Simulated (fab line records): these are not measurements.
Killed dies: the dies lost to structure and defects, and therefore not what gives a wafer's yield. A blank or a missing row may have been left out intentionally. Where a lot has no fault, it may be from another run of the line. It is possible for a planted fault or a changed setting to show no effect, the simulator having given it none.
Struck lot and sound lot, side by side -- flow n5Finfet -- 13 steps out of a route of 1938
Sound: these wafers, L279.1, L279.4, L279.6. Struck: wafer L283.3 (left out: L283.1, a lot-mate that was not struck); the cause follows at the end.
At each step with rows: each side's tool, then ch and its chambers, then its first start. Under that, the readings that differ: sound wafers -- struck wafers -- difference of the means -- sigmas: that difference in standard deviations of wafers without a fault.
alike: words and numbers the same on both sides, and readings whose means are apart by under 2 such deviations; not compared: readings that were withheld, readings missing a value for some wafer, numbers with overlapping values and no deviation given by the record, and bounds like >300 which may hide the same value.
A row with sigmas, a row that says differs or no value, or rows on one side alone: a step with any of these is where the two part. When numbers do not overlap yet have no deviation, they are printed without sigmas and do not part them. A reading missing from all wafers of one side parts the sides only when that side holds two or more wafers.

N5_MOL_CONTACT_COAG_SPUTTER_143: material Co, target thk 2.5 nm.
  struck on pvdSputter-03, day 6 17:32; sound on pvdSputter-02, day 5 20:49
  alike: chamberPressurePa, throttleValvePct
N5_MOL_CONTACT_COAG_CO_FILL_22: material Co, precursor CCTBA/H2, target thk 20 nm.
  sound on cvdCo-02 ch 0,1, day 5 20:56; struck on cvdCo-01 ch 0, day 6 17:39
reading,sound,struck,difference,sigmas
heaterPowerOuterW (W),153 130 153,110,-35,-3
heaterPowerW (W),290 235 285,209,-61,-2
  alike: chamberPressureTorr
N5_MOL_CONTACT_COAG_ANNEAL_113: time 300 s.
  sound on rtpAnneal-02 ch 0, day 5 21:33; struck on rtpAnneal-02 ch 0, day 6 18:21
  alike: lampPowerPct, lamp_zone_4_pct, lamp_zone_7_pct, wafer_temp_C_max
then, 4 steps without rows for these wafers: N5_MOL_CONTACT_COAG_PRE_CLEAN_142 (time 60 s); N5_MOL_CONTACT_COAG_SPUTTER_130 (material Co, target thk 47.5 nm); N5_MOL_CONTACT_COAG_PRECLEAN_125 (cleans in DIW, time 57.5 s); N5_MOL_CONTACT_COAG_SRD_126 (dry time 32 s).
N5_MOL_CONTACT_COAG_CMP_23: polishes, stops on SiO2, t overpolish 1.5 s, target thk 0 nm.
  sound on cmp-01 ch 0,2,3, day 5 23:41; struck on cmp-04 ch 1, day 6 20:32
  alike: headPressurePsi, motorCurrentA, overpolishRunS, platenRpm, timeToEndpointS
then, 2 steps without rows for these wafers: N5_MOL_CONTACT_COAG_WET_ETCH_26 (target Co, target depth 13 nm); N5_MOL_CONTACT_COAG_WET_ETCH_116 (etches the open film in SC1-inhibited, target depth 4.6 nm, rinse time 30 s).
N5_MOL_CONTACT_COAG_ALD_27: deposits SiOC, target thk 17 nm, pulse time 1.5 s, time 2720 s.
  sound on aldSin-04 ch 0,2,3, day 6 00:36; struck on aldSin-04 ch 2, day 6 21:17
reading,sound,struck,difference,sigmas
aldCycles,340 340 340,494,+154,
runLengthS (s),2769.0 2769.5 2769.1,4000.9,+1231.7,+99 or more
timeS (s),2720 2720 2720,3952,+1232,
model.SiOC_of_MOL_CONTACT_COAG_ALD_27.thkNm (nm),17.2 17 16.8,24.8,+7.8,
  alike: chamberPressureTorr, heaterPowerOuterW, heaterPowerW, precursorPulseHeightRel
N5_MOL_CONTACT_COAG_CMP_28: polishes, stops on SiNx, t overpolish 0.85 s, target thk 14.522 nm.
  sound on cmp-03 ch 2,3, day 6 02:10; struck on cmp-01 ch 1, day 6 22:56
  alike: headPressurePsi, motorCurrentA, platenRpm
N5_PASSIVATION_PROBE_49:
  the record holds rows for the sound wafers here (prober-02, day 13 21:56) but none for the struck ones

WHERE THEY PART
First at N5_MOL_CONTACT_COAG_CO_FILL_22; last, within this record, at N5_PASSIVATION_PROBE_49.

WHY: the cause the simulator had injected
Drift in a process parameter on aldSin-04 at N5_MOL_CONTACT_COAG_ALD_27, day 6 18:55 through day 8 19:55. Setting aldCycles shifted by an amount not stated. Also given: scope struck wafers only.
